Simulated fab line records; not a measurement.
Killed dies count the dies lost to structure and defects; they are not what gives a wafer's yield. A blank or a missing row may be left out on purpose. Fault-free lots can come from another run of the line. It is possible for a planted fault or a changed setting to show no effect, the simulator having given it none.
The tool behind it: which one?	flow n5_finfet	23 lots, 69 wafers sampled, at 6 steps of a route of 1938

WHAT EACH GAUGE READ, for each wafer
Not one reading of a measure or inspect step in the record can be checked against a usual standard deviation.

TOOL THAT RAN EACH LOT (tool first, then ch and the chambers of the sampled wafers, then the start)
lot	N5_BEOL_M4_SPUTTER_88	N5_BEOL_M4_ANNEAL_91	N5_BEOL_M6_DESCUM_16	N5_BEOL_M6_ETCH_61	N5_BEOL_M6_ETCH_66	N5_BEOL_M6_ETCH_41
L074	pvd_sputter-02, day 8 10:04	pvd_sputter-02, day 8 10:22	rie_diel-01 ch 0,2,3, day 9 01:47	rie_diel-01 ch 0,2,3, day 9 01:49	rie_diel-05 ch 0,2,3, day 9 02:58	rie_diel-05 ch 0,2,3, no start
L075	pvd_sputter-02, day 8 18:40	pvd_sputter-02, day 8 18:58	rie_diel-02 ch 1,3, day 9 11:17	rie_diel-02 ch 1,3, day 9 11:19	rie_diel-05 ch 1,2, day 9 12:46	rie_diel-05 ch 1,2, no start
L076	pvd_sputter-01, day 8 19:08	pvd_sputter-01, day 8 19:26	rie_diel-05 ch 1,2, day 9 11:35	rie_diel-05 ch 1,2, day 9 11:38	rie_diel-01 ch 1,2, day 9 13:01	rie_diel-01 ch 1,2, no start
L077	pvd_sputter-01, day 9 12:40	pvd_sputter-01, day 9 12:58	rie_diel-02 ch 0,3, day 10 06:11	rie_diel-02 ch 0,3, day 10 06:13	rie_diel-02 ch 0,1,3, day 10 07:46	rie_diel-02 ch 0,1,3, no start
L079	pvd_sputter-03, day 9 21:17	pvd_sputter-03, day 9 21:35	rie_diel-05 ch 0,1,2, day 10 15:04	rie_diel-05 ch 0,1,2, day 10 15:07	rie_diel-02 ch 1,2, day 10 18:02	rie_diel-02 ch 1,2, no start
L078	pvd_sputter-02, day 9 21:28	pvd_sputter-02, day 9 21:46	rie_diel-05 ch 0,1,2, day 10 17:02	rie_diel-05 ch 0,1,2, day 10 17:04	rie_diel-05 ch 1,3, day 10 18:05	rie_diel-05 ch 1,3, no start
L080	pvd_sputter-02, day 10 01:04	pvd_sputter-02, day 10 01:22	rie_diel-01 ch 1,2,3, day 10 19:22	rie_diel-01 ch 1,2,3, day 10 19:24	rie_diel-05 ch 0,1,3, day 10 23:31	rie_diel-05 ch 0,1,3, no start
L082	pvd_sputter-01, day 10 04:34	pvd_sputter-01, day 10 04:52	rie_diel-02 ch 0,1,3, day 11 00:53	rie_diel-02 ch 0,1,3, day 11 00:55	rie_diel-01 ch 0,2,3, day 11 03:32	rie_diel-01 ch 0,2,3, no start
L081	pvd_sputter-03, day 10 05:35	pvd_sputter-03, day 10 05:53	rie_diel-01 ch 0,3, day 11 01:13	rie_diel-01 ch 0,3, day 11 01:15	rie_diel-01 ch 0,1, day 11 03:56	rie_diel-01 ch 0,1, no start
L083	pvd_sputter-01, day 10 15:23	pvd_sputter-01, day 10 15:41	rie_diel-02 ch 0,2, day 11 10:00	rie_diel-02 ch 0,2, day 11 10:02	rie_diel-05 ch 1,2, day 11 11:53	rie_diel-05 ch 1,2, no start
L084	pvd_sputter-03, day 11 02:14	pvd_sputter-03, day 11 02:32	rie_diel-01 ch 0,2,3, day 11 17:41	rie_diel-01 ch 0,2,3, day 11 17:43	rie_diel-02 ch 0,1, day 11 19:16	rie_diel-02 ch 0,1, no start
L085	pvd_sputter-01, day 11 09:35	pvd_sputter-01, day 11 09:53	rie_diel-01 ch 0,2,3, day 12 03:17	rie_diel-01 ch 0,2,3, day 12 03:19	rie_diel-02 ch 0,1,2, day 12 04:46	rie_diel-02 ch 0,1,2, no start
L087	pvd_sputter-02, day 11 16:02	pvd_sputter-02, day 11 16:20	rie_diel-02 ch 0,2, day 12 07:55	rie_diel-02 ch 0,2, day 12 07:56	rie_diel-01 ch 0,2,3, day 12 09:06	rie_diel-01 ch 0,2,3, no start
L086	pvd_sputter-02, day 11 18:43	pvd_sputter-02, day 11 19:01	rie_diel-02 ch 0,1,2, day 12 10:19	rie_diel-02 ch 0,1,2, day 12 10:21	rie_diel-05 ch 0,1,2, day 12 11:22	rie_diel-05 ch 0,1,2, no start
L090	pvd_sputter-01, day 12 05:01	pvd_sputter-01, day 12 05:19	rie_diel-05 ch 0,1,3, day 12 21:52	rie_diel-05 ch 0,1,3, day 12 21:55	rie_diel-05 ch 0,1,3, day 13 00:01	rie_diel-05 ch 0,1,3, no start
L088	pvd_sputter-02, day 12 10:42	pvd_sputter-02, day 12 11:00	rie_diel-02 ch 2,3, day 13 08:05	rie_diel-02 ch 2,3, day 13 08:08	rie_diel-02 ch 1,2, day 13 09:59	rie_diel-02 ch 1,2, no start
L092	pvd_sputter-03, day 12 19:46	pvd_sputter-03, day 12 20:04	rie_diel-01 ch 0,2,3, day 13 14:25	rie_diel-01 ch 0,2,3, day 13 14:26	rie_diel-02 ch 0,1,3, day 13 15:31	rie_diel-02 ch 0,1,3, no start
L093	pvd_sputter-02, day 12 19:49	pvd_sputter-02, day 12 20:07	rie_diel-05 ch 0,2, day 13 14:14	rie_diel-05 ch 0,2, day 13 14:16	rie_diel-01 ch 0,1,3, day 13 15:15	rie_diel-01 ch 0,1,3, no start
L091	pvd_sputter-01, day 13 11:07	pvd_sputter-01, day 13 11:25	rie_diel-02 ch 0,1,2, day 14 08:31	rie_diel-02 ch 0,1,2, day 14 08:33	rie_diel-01 ch 0,2,3, day 14 09:51	rie_diel-01 ch 0,2,3, no start
L094	pvd_sputter-01, day 13 16:39	pvd_sputter-01, day 13 16:57	rie_diel-02 ch 0,1,3, day 14 11:16	rie_diel-02 ch 0,1,3, day 14 11:19	rie_diel-01 ch 0,2,3, day 14 12:47	rie_diel-01 ch 0,2,3, no start
L096	pvd_sputter-02, day 13 18:10	pvd_sputter-02, day 13 18:30	rie_diel-01 ch 0,1,2, day 14 11:38	rie_diel-01 ch 0,1,2, day 14 11:41	rie_diel-05 ch 2,3, day 14 14:23	rie_diel-05 ch 2,3, no start
L095	pvd_sputter-01, day 13 18:45	pvd_sputter-01, day 13 19:03	rie_diel-02 ch 0,1,2, day 14 14:36	rie_diel-02 ch 0,1,2, day 14 14:38	rie_diel-01 ch 0,2,3, day 14 18:26	rie_diel-01 ch 0,2,3, no start
L097	pvd_sputter-03, day 14 04:43	pvd_sputter-03, day 14 05:01	rie_diel-01 ch 1,2,3, day 14 20:59	rie_diel-01 ch 1,2,3, day 14 21:01	rie_diel-05 ch 1,3, day 15 00:47	rie_diel-05 ch 1,3, no start
- N5_BEOL_M4_SPUTTER_88: material Cu, target thk 4.5 nm, time 8.29 s.
- N5_BEOL_M4_ANNEAL_91: time 240 s.
- N5_BEOL_M6_DESCUM_16: chemistry O2, time 7.9 s.
- N5_BEOL_M6_ETCH_61: etches SiARC in CF4, target depth 45.5 nm, time 75.8 s.
- N5_BEOL_M6_ETCH_66: etches SOC in N2/H2, target depth 80 nm, overetch 16 nm, time 120 s.
- N5_BEOL_M6_ETCH_41: etches SiCN in CH3F/O2, target depth 29.7 nm, time 52 s.

WHAT THE TOOLS THEMSELVES READ (means of the sampled wafers that have a number; where no wafer has one, the mark that the record gives instead)
N5_BEOL_M4_SPUTTER_88. Usual: throttle_valve_pct reads 29.8 % (standard deviation 0.85).
lot	tool	throttle_valve_pct (%)	flag
L074	pvd_sputter-02	30.2	
L075	pvd_sputter-02	30.7	
L076	pvd_sputter-01	29.0	
L077	pvd_sputter-01	29.1	
L079	pvd_sputter-03	29.6	
L078	pvd_sputter-02	29.8	
L080	pvd_sputter-02	30.0	
L082	pvd_sputter-01	28.8	
L081	pvd_sputter-03	29.8	
L083	pvd_sputter-01	29.6	
L084	pvd_sputter-03	29.7	
L085	pvd_sputter-01	29.1	
L087	pvd_sputter-02	30.3	
L086	pvd_sputter-02	30.3	
L090	pvd_sputter-01	29.2	
L088	pvd_sputter-02	30.6	
L092	pvd_sputter-03	29.4	
L093	pvd_sputter-02	30.3	
L091	pvd_sputter-01	29.6	
L094	pvd_sputter-01	28.9	
L096	pvd_sputter-02	30.2	
L095	pvd_sputter-01	29.9	
L097	pvd_sputter-03	29.9	

N5_BEOL_M4_ANNEAL_91. Usual: heater_power_w reads 845 W (standard deviation 57).
lot	tool	heater_power_w (W)	flag
L074	pvd_sputter-02	854	
L075	pvd_sputter-02	806	
L076	pvd_sputter-01	853	
L077	pvd_sputter-01	898	
L079	pvd_sputter-03	812	
L078	pvd_sputter-02	811	
L080	pvd_sputter-02	827	
L082	pvd_sputter-01	878	
L081	pvd_sputter-03	803	
L083	pvd_sputter-01	882	
L084	pvd_sputter-03	837	
L085	pvd_sputter-01	897	
L087	pvd_sputter-02	886	
L086	pvd_sputter-02	860	
L090	pvd_sputter-01	894	
L088	pvd_sputter-02	826	
L092	pvd_sputter-03	848	
L093	pvd_sputter-02	842	
L091	pvd_sputter-01	861	
L094	pvd_sputter-01	865	
L096	pvd_sputter-02	820	
L095	pvd_sputter-01	844	
L097	pvd_sputter-03	821	

N5_BEOL_M6_DESCUM_16. Usual: drypump_motor_current_A 5.8 A, standard deviation 0.43; oes_product_au 0.76 a.u., standard deviation 0.079; rf_vpp_V 243.1 V, standard deviation 1.4; showerhead_plenum_p_Torr 2.10 Torr, standard deviation 0.074; throttle_valve_pct 20.6 %, standard deviation 0.31.
lot	tool	drypump_motor_current_A (A)	oes_product_au (a.u.)	rf_vpp_V (V)	showerhead_plenum_p_Torr (Torr)	throttle_valve_pct (%)	flag
L074	rie_diel-01	5.9	0.72	243.1	2.08	20.8	
L075	rie_diel-02	5.8	0.80	243.0	2.02	20.4	
L076	rie_diel-05	5.2	0.69	243.3	2.14	20.8	
L077	rie_diel-02	5.7	0.82	242.0	2.07	20.6	
L079	rie_diel-05	5.7	0.70	243.1	2.08	20.6	
L078	rie_diel-05	5.7	0.71	242.7	2.08	20.7	
L080	rie_diel-01	6.0	0.79	244.0	2.14	20.5	
L082	rie_diel-02	5.7	0.77	242.3	2.04	20.6	
L081	rie_diel-01	6.1	0.88	245.0	2.18	20.6	
L083	rie_diel-02	5.6	0.77	242.5	2.10	20.6	
L084	rie_diel-01	5.9	0.79	243.7	2.17	20.7	
L085	rie_diel-01	5.9	0.80	244.7	2.16	20.7	
L087	rie_diel-02	5.4	0.74	242.5	2.08	20.8	
L086	rie_diel-02	5.6	0.74	242.5	2.06	20.6	
L090	rie_diel-05	5.6	0.78	243.2	2.10	20.5	
L088	rie_diel-02	5.8	0.79	242.9	2.08	20.6	
L092	rie_diel-01	5.9	0.78	244.3	2.16	20.7	
L093	rie_diel-05	6.0	0.70	241.5	2.04	20.5	
L091	rie_diel-02	5.6	0.72	243.0	2.05	20.6	
L094	rie_diel-02	5.7	0.75	241.9	2.03	20.6	
L096	rie_diel-01	6.2	0.80	243.8	2.19	20.6	
L095	rie_diel-02	5.6	0.72	242.5	2.05	20.6	
L097	rie_diel-01	6.0	0.75	243.4	2.13	20.6	

N5_BEOL_M6_ETCH_61. Usual: drypump_motor_current_A 5.8 A, standard deviation 0.43; etch_rf_on_time_s 76.3 s, standard deviation 2.4; oes_product_au 0.65 a.u., standard deviation 0.074; rf_vpp_V 184.0 V, standard deviation 1.1; showerhead_plenum_p_Torr 2.14 Torr, standard deviation 0.067; throttle_valve_pct 15.73 %, standard deviation 0.29.
lot	tool	drypump_motor_current_A (A)	etch_rf_on_time_s (s)	oes_product_au (a.u.)	rf_vpp_V (V)	showerhead_plenum_p_Torr (Torr)	throttle_valve_pct (%)	flag
L074	rie_diel-01	5.9	75.6	0.62	183.1	2.12	15.89	
L075	rie_diel-02	5.9	76.7	0.67	183.5	2.06	15.54	
L076	rie_diel-05	5.2	78.0	0.59	184.3	2.17	15.91	
L077	rie_diel-02	5.7	73.7	0.71	184.8	2.10	15.75	
L079	rie_diel-05	5.6	77.6	0.60	184.3	2.13	15.87	
L078	rie_diel-05	5.7	77.6	0.60	184.3	2.13	15.86	
L080	rie_diel-01	6.0	75.4	0.68	183.0	2.16	15.55	
L082	rie_diel-02	5.7	75.8	0.65	183.6	2.08	15.72	
L081	rie_diel-01	6.1	73.6	0.77	184.7	2.22	15.64	
L083	rie_diel-02	5.6	77.9	0.64	183.8	2.16	15.84	
L084	rie_diel-01	5.9	74.5	0.69	185.2	2.20	15.77	
L085	rie_diel-01	5.9	74.5	0.69	184.7	2.20	15.78	
L087	rie_diel-02	5.5	76.5	0.61	184.0	2.14	15.95	
L086	rie_diel-02	5.6	78.0	0.61	184.0	2.11	15.81	
L090	rie_diel-05	5.6	79.9	0.65	184.3	2.15	15.74	
L088	rie_diel-02	5.8	78.1	0.67	183.2	2.14	15.75	
L092	rie_diel-01	5.9	75.4	0.67	184.1	2.19	15.82	
L093	rie_diel-05	6.1	75.9	0.60	182.4	2.09	15.81	
L091	rie_diel-02	5.6	77.0	0.61	184.3	2.10	15.83	
L094	rie_diel-02	5.7	75.3	0.64	184.1	2.08	15.79	
L096	rie_diel-01	6.2	74.6	0.71	185.1	2.21	15.62	
L095	rie_diel-02	5.6	78.8	0.60	184.6	2.10	15.84	
L097	rie_diel-01	6.0	75.0	0.65	184.1	2.15	15.62	

N5_BEOL_M6_ETCH_66. Usual: drypump_motor_current_A 5.8 A, standard deviation 0.48; oes_product_au 0.59 a.u., standard deviation 0.067; rf_vpp_V 524.2 V, standard deviation 2.5; showerhead_plenum_p_Torr 2.56 Torr, standard deviation 0.08; throttle_valve_pct 17.9 %, standard deviation 0.31.
lot	tool	drypump_motor_current_A (A)	oes_product_au (a.u.)	rf_vpp_V (V)	showerhead_plenum_p_Torr (Torr)	throttle_valve_pct (%)	flag
L074	rie_diel-05	6.0	0.55	523.6	2.52	17.8	
L075	rie_diel-05	5.5	0.54	524.7	2.53	17.8	
L076	rie_diel-01	6.0	0.62	526.5	2.64	18.0	
L077	rie_diel-02	5.7	0.59	521.9	2.50	18.2	
L079	rie_diel-02	5.8	0.57	521.9	2.50	18.0	
L078	rie_diel-05	5.0	0.52	525.6	2.61	18.1	
L080	rie_diel-05	5.6	0.54	524.2	2.55	18.0	
L082	rie_diel-01	5.9	0.62	525.9	2.63	18.0	
L081	rie_diel-01	6.4	0.71	528.3	2.69	17.7	
L083	rie_diel-05	5.5	0.53	523.1	2.52	17.9	
L084	rie_diel-02	5.7	0.55	521.3	2.48	18.2	
L085	rie_diel-02	5.7	0.56	522.3	2.52	18.2	
L087	rie_diel-01	5.9	0.61	525.5	2.62	18.1	
L086	rie_diel-05	5.7	0.54	522.1	2.51	18.0	
L090	rie_diel-05	5.6	0.60	523.1	2.55	17.9	
L088	rie_diel-02	5.8	0.57	523.2	2.52	18.0	
L092	rie_diel-02	5.7	0.57	521.1	2.49	18.2	
L093	rie_diel-01	6.2	0.63	525.7	2.61	17.8	
L091	rie_diel-01	5.9	0.59	526.0	2.61	18.1	
L094	rie_diel-01	5.9	0.59	525.5	2.61	18.1	
L096	rie_diel-05	5.8	0.58	523.7	2.51	17.6	
L095	rie_diel-01	5.9	0.59	524.9	2.61	18.1	
L097	rie_diel-05	5.1	0.72	525.0	2.60	17.7	

N5_BEOL_M6_ETCH_41. Usual: drypump_motor_current_A 5.8 A, standard deviation 0.48; oes_product_au 0.77 a.u., standard deviation 0.093; rf_vpp_V 297.5 V, standard deviation 1.5; showerhead_plenum_p_Torr 2.01 Torr, standard deviation 0.068; throttle_valve_pct 16.42 %, standard deviation 0.29.
lot	tool	drypump_motor_current_A (A)	oes_product_au (a.u.)	rf_vpp_V (V)	showerhead_plenum_p_Torr (Torr)	throttle_valve_pct (%)	flag
L074	rie_diel-05	5.9	0.71	296.9	1.99	16.40	
L075	rie_diel-05	5.4	0.70	297.9	2.00	16.54	
L076	rie_diel-01	6.0	0.81	298.9	2.06	16.37	
L077	rie_diel-02	5.7	0.77	295.6	1.95	16.41	
L079	rie_diel-02	5.8	0.74	296.3	1.94	16.35	
L078	rie_diel-05	5.0	0.67	297.3	2.06	16.68	
L080	rie_diel-05	5.6	0.68	297.8	2.02	16.57	
L082	rie_diel-01	5.9	0.82	298.5	2.06	16.51	
L081	rie_diel-01	6.4	0.94	299.2	2.12	16.23	
L083	rie_diel-05	5.5	0.68	298.1	2.00	16.56	
L084	rie_diel-02	5.7	0.71	296.5	1.93	16.45	
L085	rie_diel-02	5.6	0.73	296.6	1.96	16.51	
L087	rie_diel-01	5.9	0.80	298.1	2.06	16.53	
L086	rie_diel-05	5.7	0.69	296.7	1.98	16.61	
L090	rie_diel-05	5.6	0.77	297.9	2.01	16.43	
L088	rie_diel-02	5.8	0.74	297.4	1.98	16.45	
L092	rie_diel-02	5.7	0.75	296.0	1.93	16.46	
L093	rie_diel-01	6.2	0.83	298.3	2.05	16.25	
L091	rie_diel-01	5.9	0.78	297.6	2.05	16.56	
L094	rie_diel-01	5.9	0.79	298.0	2.05	16.56	
L096	rie_diel-05	5.8	0.75	297.2	1.99	16.30	
L095	rie_diel-01	5.9	0.78	298.0	2.05	16.58	
L097	rie_diel-05	5.1	0.94	298.6	2.05	16.21	

THE ANSWER, worked out from the rows above alone
Rule: take the mean of a lot's wafers that have a number; if it is more than 3 standard deviations from the usual mean, the lot is off. A lot without any number at a reading at which 4 lots or more have one is off too. Any other lot the step has rows for is counted as sound. Order of review: gauges by route order, followed by the tools' own readings, for which a lot's mean as printed above is used. The first step at which some lot is off is used, and at that step the reading that is off furthest; a lot without a number counts as furthest.
No lot is off on any of the readings shown, so nothing can be concluded from this.

WHAT THE SIMULATOR PUT IN
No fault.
